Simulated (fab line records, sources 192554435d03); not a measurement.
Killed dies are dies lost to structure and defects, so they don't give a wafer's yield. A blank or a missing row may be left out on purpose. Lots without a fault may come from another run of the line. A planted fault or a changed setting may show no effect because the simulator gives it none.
Which tool did it? | flow n5_finfet | 24 lots, 72 wafers sampled, at 4 steps of a route of 1938

WHAT THE GAUGES READ, wafer by wafer
N5_BEOL_M11_CD_MEAS_35: target cd 70 nm. Usual: cd_nm 70.1 nm, standard deviation 0.5.
lot  | measured     | on        | cd_nm (nm)     | flag
L074 | day 11 15:26 | cd_sem-01 | 70.3 69.4 69.6 |
L079 | day 11 19:50 | cd_sem-02 | 70.9 70.3 70.7 |
L077 | day 11 21:59 | cd_sem-03 | 70.0 69.8 70.9 |
L076 | day 11 22:09 | cd_sem-02 | 69.9 70.1 69.4 |
L075 | day 12 04:24 | cd_sem-02 | 69.8 69.9 69.5 |
L078 | day 12 11:53 | cd_sem-03 | 70.3 70.1 70.5 |
L080 | day 12 21:21 | cd_sem-01 | 70.5 70.2 70.0 |
L081 | day 13 01:43 | cd_sem-01 | 69.7 70.0 70.7 |
L082 | day 14 00:56 | cd_sem-01 | 69.6 70.2 69.8 |
L085 | day 14 04:19 | cd_sem-03 | 70.4 70.0 70.4 |
L084 | day 15 11:24 | cd_sem-03 | 70.3 69.8 70.6 |
L086 | day 15 14:19 | cd_sem-03 | 69.7 70.0 69.6 |
L089 | day 15 20:38 | cd_sem-03 | 70.4 69.6 69.3 |
L083 | day 16 01:26 | cd_sem-03 | 70.4 70.6 71.3 |
L088 | day 16 05:50 | cd_sem-01 | 71.4 70.7 70.3 |
L087 | day 16 08:15 | cd_sem-02 | 70.1 70.2 70.5 |
L090 | day 16 12:57 | cd_sem-03 | 70.4 70.1 70.4 |
L093 | day 17 08:18 | cd_sem-01 | 70.7 69.8 70.0 |
L092 | day 17 11:29 | cd_sem-01 | 69.3 69.0 69.9 |
L091 | day 17 18:01 | cd_sem-02 | 70.2 69.9 70.2 |
L094 | day 17 18:28 | cd_sem-02 | 71.0 70.2 70.2 |
L097 | day 18 01:13 | cd_sem-03 | 69.2 69.9 69.7 |
L095 | day 18 04:25 | cd_sem-01 | 69.8 70.3 69.8 |
L096 | day 18 19:25 | cd_sem-03 | 70.0 69.9 69.4 |

N5_BEOL_M12_THK_MEAS_01. Usual: M12_ILD_THK 660 nm, standard deviation 7.3.
lot  | measured     | on            | M12_ILD_THK (nm) | flag
L074 | day 11 17:43 | film_metro-02 | 652 654 661      |
L079 | day 11 22:44 | film_metro-01 | 645 650 660      |
L077 | day 12 00:18 | film_metro-02 | 649 662 666      |
L076 | day 12 00:31 | film_metro-02 | 656 664 674      |
L075 | day 12 06:55 | film_metro-02 | 654 659 670      |
L078 | day 12 15:46 | film_metro-02 | 651 661 662      |
L080 | day 13 00:27 | film_metro-01 | 649 658 665      |
L081 | day 13 04:34 | film_metro-02 | 654 650 665      |
L082 | day 14 05:08 | film_metro-01 | 652 653 656      |
L085 | day 14 06:22 | film_metro-01 | 657 648 666      |
L084 | day 15 15:28 | film_metro-01 | 653 663 661      |
L086 | day 15 16:26 | film_metro-01 | 666 666 677      |
L089 | day 15 22:52 | film_metro-02 | 657 650 664      |
L083 | day 16 04:14 | film_metro-01 | 652 667 656      |
L088 | day 16 09:02 | film_metro-01 | 659 663 674      |
L087 | day 16 11:16 | film_metro-01 | 660 665 669      |
L090 | day 16 15:59 | film_metro-01 | 669 665 673      |
L093 | day 17 11:22 | film_metro-02 | 655 662 666      |
L092 | day 17 14:13 | film_metro-02 | 646 654 669      |
L091 | day 17 21:14 | film_metro-01 | 655 649 662      |
L094 | day 17 20:47 | film_metro-01 | 651 660 660      |
L097 | day 18 05:33 | film_metro-01 | 642 653 664      |
L095 | day 18 06:52 | film_metro-01 | 670 675 665      |
L096 | day 18 22:30 | film_metro-01 | 663 656 663      |

WHICH TOOL RAN EACH LOT (tool, then ch and the chambers of the sampled wafers, then the start)
lot  | N5_BEOL_M11_PRE_CLEAN_45     | N5_BEOL_M11_SURFACE_TREAT_76
L074 | pvd_sputter-01, day 11 15:51 | pvd_sputter-03, day 11 16:15
L079 | pvd_sputter-03, day 11 20:47 | pvd_sputter-01, day 11 21:19
L077 | pvd_sputter-01, day 11 22:30 | pvd_sputter-01, day 11 22:55
L076 | pvd_sputter-01, day 11 22:35 | pvd_sputter-01, day 11 22:58
L075 | pvd_sputter-01, day 12 04:49 | pvd_sputter-01, day 12 05:09
L078 | pvd_sputter-03, day 12 12:17 | pvd_sputter-01, day 12 13:56
L080 | pvd_sputter-01, day 12 22:23 | pvd_sputter-01, day 12 22:49
L081 | pvd_sputter-02, day 13 02:17 | pvd_sputter-03, day 13 02:38
L082 | pvd_sputter-03, day 14 01:25 | pvd_sputter-03, day 14 01:55
L085 | pvd_sputter-01, day 14 04:43 | pvd_sputter-01, day 14 05:03
L084 | pvd_sputter-01, day 15 12:17 | pvd_sputter-03, day 15 13:37
L086 | pvd_sputter-02, day 15 14:46 | pvd_sputter-02, day 15 15:08
L089 | pvd_sputter-02, day 15 21:04 | pvd_sputter-01, day 15 21:26
L083 | pvd_sputter-02, day 16 01:50 | pvd_sputter-01, day 16 02:35
L088 | pvd_sputter-03, day 16 06:33 | pvd_sputter-01, day 16 07:15
L087 | pvd_sputter-02, day 16 09:28 | pvd_sputter-01, day 16 09:49
L090 | pvd_sputter-01, day 16 13:55 | pvd_sputter-01, day 16 14:24
L093 | pvd_sputter-02, day 17 09:00 | pvd_sputter-02, day 17 09:52
L092 | pvd_sputter-02, day 17 12:28 | pvd_sputter-02, day 17 12:49
L091 | pvd_sputter-03, day 17 18:58 | pvd_sputter-02, day 17 19:23
L094 | pvd_sputter-01, day 17 19:02 | pvd_sputter-03, day 17 19:27
L097 | pvd_sputter-02, day 18 02:05 | pvd_sputter-02, day 18 02:27
L095 | pvd_sputter-02, day 18 04:56 | pvd_sputter-03, day 18 05:20
L096 | pvd_sputter-03, day 18 20:24 | pvd_sputter-03, day 18 21:01
- N5_BEOL_M11_PRE_CLEAN_45: time 30 s.
- N5_BEOL_M11_SURFACE_TREAT_76

WHAT THE TOOLS THEMSELVES READ (means of the sampled wafers that have a number; where no wafer has one, the mark that the record gives instead)
N5_BEOL_M11_PRE_CLEAN_45. Usual: heater_power_w 357 W, standard deviation 40.
lot  | tool           | heater_power_w (W) | flag
L074 | pvd_sputter-01 | 345                |
L079 | pvd_sputter-03 | 348                |
L077 | pvd_sputter-01 | 355                |
L076 | pvd_sputter-01 | 350                |
L075 | pvd_sputter-01 | 325                |
L078 | pvd_sputter-03 | 347                |
L080 | pvd_sputter-01 | 352                |
L081 | pvd_sputter-02 | 395                |
L082 | pvd_sputter-03 | 317                |
L085 | pvd_sputter-01 | 326                |
L084 | pvd_sputter-01 | 345                |
L086 | pvd_sputter-02 | 376                |
L089 | pvd_sputter-02 | 386                |
L083 | pvd_sputter-02 | 375                |
L088 | pvd_sputter-03 | 345                |
L087 | pvd_sputter-02 | 395                |
L090 | pvd_sputter-01 | 386                |
L093 | pvd_sputter-02 | 408                |
L092 | pvd_sputter-02 | 376                |
L091 | pvd_sputter-03 | 352                |
L094 | pvd_sputter-01 | 340                |
L097 | pvd_sputter-02 | 391                |
L095 | pvd_sputter-02 | 392                |
L096 | pvd_sputter-03 | 312                |

THE ANSWER, worked out from the rows above alone
Rule: a lot is off if the mean of its wafers that have a number lies more than 3 standard deviations from the usual mean. A lot without any number at a reading at which 4 lots or more have one is off too. The other lots that the step has rows for count as sound. The gauges are gone through in route order, then the tools' own readings, and for those a lot's mean is taken as printed above. The first step at which some lot is off is used, and at that step the reading that is off furthest; a lot without a number counts as furthest.
No lot is off at any reading shown: from this, nothing can be told.

WHAT THE SIMULATOR HAD PUT IN
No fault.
